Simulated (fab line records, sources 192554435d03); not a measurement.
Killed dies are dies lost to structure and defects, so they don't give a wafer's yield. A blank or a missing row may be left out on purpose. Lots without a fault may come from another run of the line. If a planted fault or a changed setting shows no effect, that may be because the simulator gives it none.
One fault seen from 2 desks + flow n5_finfet + each desk has only its own numbers; what lay behind them comes last

== METROLOGY DESK ==
Lot by lot, what the gauges showed, no matter which tool ran the lot: averages of those sampled wafers that carry a number. Any lot whose mean is over 4 standard deviations away from the usual mean is out of limits and marked OUT; that distance is given in the brackets. It has 11 readings, of which 7 appear: the earliest out of limits, and the ones furthest out on some lot.
Columns: A = DIBL_P at N5_BEOL_M4_RC_MEAS_101, usual 36.2 mV/V; B = IOFF_N at N5_BEOL_M4_RC_MEAS_101, usual 0.160 nA/um; C = IOFF_P at N5_BEOL_M4_RC_MEAS_101, usual 0.211 nA/um; D = SS_N at N5_BEOL_M4_RC_MEAS_101, usual 71.4 mV/dec; E = SS_P at N5_BEOL_M4_RC_MEAS_101, usual 73.3 mV/dec; F = VT_P at N5_BEOL_M4_RC_MEAS_101, usual -250.1 mV; G = M11_ILD_THK at N5_BEOL_M11_THK_MEAS_01, usual 268 nm
| lot  | first seen here | A    | B     | C     | D    | E    | F      | G             |
|------|-----------------|------|-------|-------|------|------|--------|---------------|
| L258 | day 8 21:13     | 36.4 | 0.161 | 0.181 | 70.8 | 72.7 | -253.4 | 358 (+26) OUT |
| L263 | day 10 06:39    | 36.6 | 0.163 | 0.203 | 71.7 | 73.0 | -250.4 | 358 (+27) OUT |
| L265 | day 10 22:22    | 36.1 | 0.145 | 0.213 | 71.4 | 73.6 | -249.0 | 327 (+17) OUT |
| L271 | day 12 02:07    | 34.6 | 0.162 | 0.196 | 71.1 | 73.0 | -250.9 | 271           |
| L274 | day 13 09:04    | 36.3 | 0.135 | 0.196 | 71.0 | 73.1 | -251.0 | 272           |
Finding of this desk: L258, L263, L265 out of limits, first seen on L258 at day 11 05:36 (M11_ILD_THK at N5_BEOL_M11_THK_MEAS_01). L271, L274: within limits.

== AT THE TOOL OWNER'S DESK: pecvd-04 ==
The tool's own readings at N5_BEOL_M11_ILD_DEP_00 (deposits SiCOH lowk from DEMS/porogen, target thk 308.51 nm, time 58 s): means of the sampled wafers that have a number, for each lot that ran on this tool. Any lot whose mean is over 4 standard deviations away from the usual mean is out of limits and marked OUT; that distance is given in the brackets.
Columns: A = heater_power_w at N5_BEOL_M11_ILD_DEP_00, usual 308 W; B = run_length_s at N5_BEOL_M11_ILD_DEP_00, usual 100.9 s; C = showerhead_plenum_p_Torr at N5_BEOL_M11_ILD_DEP_00, usual 5.741 Torr; D = throttle_valve_pct at N5_BEOL_M11_ILD_DEP_00, usual 13.8 %
| lot  | first seen here | A   | B               | C     | D    |
|------|-----------------|-----|-----------------|-------|------|
| L258 | day 11 05:01    | 290 | 120.9 (+27) OUT | 5.735 | 12.9 |
| L263 | day 12 13:59    | 349 | 120.9 (+27) OUT | 5.756 | 13.0 |
| L265 | day 13 01:46    | 344 | 114.3 (+18) OUT | 5.748 | 13.0 |
| L274 | day 15 17:38    | 321 | 101.8           | 5.756 | 13.1 |
This desk's verdict: out of limits on L258, L263, L265, starting with L258 at day 11 05:01 (run_length_s at N5_BEOL_M11_ILD_DEP_00). L274: within limits.

== PUT TOGETHER ==
An alarm could have come from the tool owner's desk at day 11 05:01, on L258, L263, L265.
L258, L263, L265 would have let the metrology desk raise an alarm at day 11 05:36.
Of the lots named, all ran N5_BEOL_M11_ILD_DEP_00 on pecvd-04.

== WHAT HAD BEEN PUT IN BY THE SIMULATOR ==
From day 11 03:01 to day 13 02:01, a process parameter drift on pecvd-04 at N5_BEOL_M11_ILD_DEP_00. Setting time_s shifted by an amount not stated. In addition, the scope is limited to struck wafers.
Lots struck among those shown: L258, L263, L265.
Time in hours from fault onset to the first out-of-limits reading at each desk: tool owner's desk 2, metrology desk 3.
